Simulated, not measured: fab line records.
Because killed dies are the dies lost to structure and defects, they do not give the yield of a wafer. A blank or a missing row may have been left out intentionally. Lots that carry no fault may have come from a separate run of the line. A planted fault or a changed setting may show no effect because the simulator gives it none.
The tool behind it: which one? -- flow nandHarc -- Sampling: 13 lots, 39 wafers, 4 of 1302 route steps

## WHAT THE GAUGES READ, wafer by wafer
The record lacks any reading of a measuring or inspecting step that a usual standard deviation could be used to judge.

## TOOL THAT RAN EACH LOT (tool first, then ch and the chambers of the sampled wafers, then the start)
lot,NHARC_P_ZERO_WELL_IMPLANT_27,NHARC_P_GATE_ETCH_104,NHARC_P_GATE_ALD_36,NHARC_P_GATE_STRIP_111
L348,"implanter-01 ch 0, day 2 18:59","rieDiel-02 ch 0,2, day 5 21:22","aldSin-04 ch 0,1, day 5 22:34","plasmaAsher-02 ch 0,1, day 6 09:42"
L349,"implanter-01 ch 0, day 3 05:02","rieDiel-05 ch 0,2, day 6 01:31","aldSin-03 ch 0,2,3, day 6 04:47","plasmaAsher-01 ch 0,1, day 6 13:37"
L350,"implanter-01 ch 0, day 3 14:49","rieDiel-01 ch 0,1,2, day 6 12:25","aldSin-02 ch 0,1, day 6 15:02","plasmaAsher-01 ch 0,1, day 7 02:51"
L351,"implanter-01 ch 0, day 4 01:04","rieDiel-02 ch 0,1,2, day 7 07:41","aldSin-04 ch 0,1, day 7 10:01","plasmaAsher-01 ch 0,1, day 7 20:01"
L352,"implanter-01 ch 0, day 4 10:56","rieDiel-02 ch 0,1,2, day 7 10:41","aldSin-03 ch 1,2,3, day 7 14:03","plasmaAsher-02 ch 0,1, day 7 23:06"
L353,"implanter-02 ch 0, day 4 21:08","rieDiel-05 ch 1,2, day 7 22:04","aldSin-02 ch 0,1,3, day 8 00:18","plasmaAsher-01 ch 0,1, day 8 10:16"
L354,"implanter-02 ch 0, day 5 07:02","rieDiel-01 ch 1,3, day 8 09:06","aldSin-04 ch 0,3, day 8 10:18","plasmaAsher-01 ch 0, day 8 21:19"
L359,"implanter-01 ch 0, day 7 09:24","rieDiel-02 ch 1,2, day 10 10:33","aldSin-02 ch 1,3, day 10 11:48","plasmaAsher-02 ch 0,1, day 11 00:59"
L363,"implanter-02 ch 0, day 9 00:53 and implanter-01 ch 0, day 9 01:18","rieDiel-01 ch 1,2, day 12 09:47","aldSin-04 ch 1,2, day 12 11:02","plasmaAsher-01 ch 0,1, day 12 22:01"
L364,"implanter-02 ch 0, day 9 10:56","rieDiel-05 ch 0,3, day 12 14:15","aldSin-03 ch 0,1, day 12 15:26","plasmaAsher-02 ch 0,1, day 13 02:24"
L365,"implanter-02 ch 0, day 9 21:38","rieDiel-01 ch 0,1,3, day 12 18:45","aldSin-02 ch 0,1, day 12 21:26","plasmaAsher-01 ch 0,1, day 13 09:17"
L367,"implanter-02 ch 0, day 10 16:51","rieDiel-01 ch 0,1,3, day 13 22:04","aldSin-03 ch 0,3, day 13 23:14","plasmaAsher-02 ch 1, day 14 10:11"
L368,"implanter-02 ch 0, day 11 02:51","rieDiel-05 ch 1,2,3, day 14 07:55","aldSin-02 ch 0,1, day 14 10:14","plasmaAsher-01 ch 0,1, day 14 20:29"
- NHARC_P_ZERO_WELL_IMPLANT_27
- NHARC_P_GATE_ETCH_104: etches the open film in CF4/CHF3, target depth 60 nm.
- NHARC_P_GATE_ALD_36: deposits SiNx, target thk 20 nm, pulse time 60 s, ald cycles 223.
- NHARC_P_GATE_STRIP_111: strips in N2/H2, time 250 s.

## WHAT THE TOOLS THEMSELVES READ (means of the sampled wafers that have a number; where no wafer has one, the mark that the record gives instead)
NHARC_P_GATE_ETCH_104.
lot,tool,cf4FlowSccm (sccm),drypumpMotorCurrentA (A),oesProductAu (a.u.),rfVppV (V),showerheadPlenumPTorr (Torr),throttleValvePct (%)
L348,rieDiel-02,99.9,5.2,0.931,372.5,1.61,16.795
L349,rieDiel-05,100.1,5.0,0.922,372.7,1.65,16.801
L350,rieDiel-01,99.6,5.9,0.935,371.0,1.59,16.799
L351,rieDiel-02,100.2,5.4,0.959,370.5,1.58,16.798
L352,rieDiel-02,99.9,5.4,0.912,370.5,1.58,16.804
L353,rieDiel-05,99.9,5.5,0.962,370.4,1.56,16.802
L354,rieDiel-01,99.8,6.0,0.967,373.6,1.66,16.801
L359,rieDiel-02,99.9,5.7,0.958,369.3,1.56,16.794
L363,rieDiel-01,100.0,5.6,0.967,369.1,1.54,16.795
L364,rieDiel-05,100.2,5.4,0.979,371.7,1.60,16.800
L365,rieDiel-01,99.7,6.2,0.932,372.8,1.64,16.811
L367,rieDiel-01,100.0,6.1,0.919,372.0,1.64,16.799
L368,rieDiel-05,99.5,5.6,0.952,370.4,1.57,16.799

NHARC_P_GATE_ALD_36.
lot,tool,heaterPowerW (W),precursorPulseHeightRel
L348,aldSin-04,768,0.995
L349,aldSin-03,789,0.997
L350,aldSin-02,731,1.009
L351,aldSin-04,780,0.985
L352,aldSin-03,837,1.014
L353,aldSin-02,830,0.991
L354,aldSin-04,779,0.985
L359,aldSin-02,738,1.013
L363,aldSin-04,818,0.987
L364,aldSin-03,833,0.999
L365,aldSin-02,837,0.974
L367,aldSin-03,768,1.015
L368,aldSin-02,801,0.984

NHARC_P_GATE_STRIP_111.
lot,tool,drypumpMotorCurrentA (A),heaterPowerW (W)
L348,plasmaAsher-02,4.9,103
L349,plasmaAsher-01,6.1,96
L350,plasmaAsher-01,6.0,94
L351,plasmaAsher-01,6.1,96
L352,plasmaAsher-02,4.9,102
L353,plasmaAsher-01,6.0,93
L354,plasmaAsher-01,6.3,88
L359,plasmaAsher-02,5.1,105
L363,plasmaAsher-01,6.2,92
L364,plasmaAsher-02,5.1,102
L365,plasmaAsher-01,6.0,94
L367,plasmaAsher-02,4.8,95
L368,plasmaAsher-01,6.1,93

## THE ANSWER, worked out from the rows above alone
Rule: the usual values come from the lots themselves. Put in order of their means at a reading, lots are off if they are a third of the lots or fewer, leave a main group of 4 or more, and stand apart from it by a gap of 3 or more times the standard deviation of the main group's means; of several such gaps the widest counts. A main group whose means are all the same, to the digits that the tables above print for the reading, isn't used. Also off: a lot with no number at a reading for which 4 or more lots have one. The other lots that the step has rows for count as sound. First the gauges in route order, then the tools' own readings, where a lot's mean is used as printed above. At the first step where some lot is off, the reading lying furthest off is the one used; lots without a number count as furthest.
No lot is off on any of the readings shown, so nothing can be concluded from this.

## WHAT THE SIMULATOR HAD INSERTED
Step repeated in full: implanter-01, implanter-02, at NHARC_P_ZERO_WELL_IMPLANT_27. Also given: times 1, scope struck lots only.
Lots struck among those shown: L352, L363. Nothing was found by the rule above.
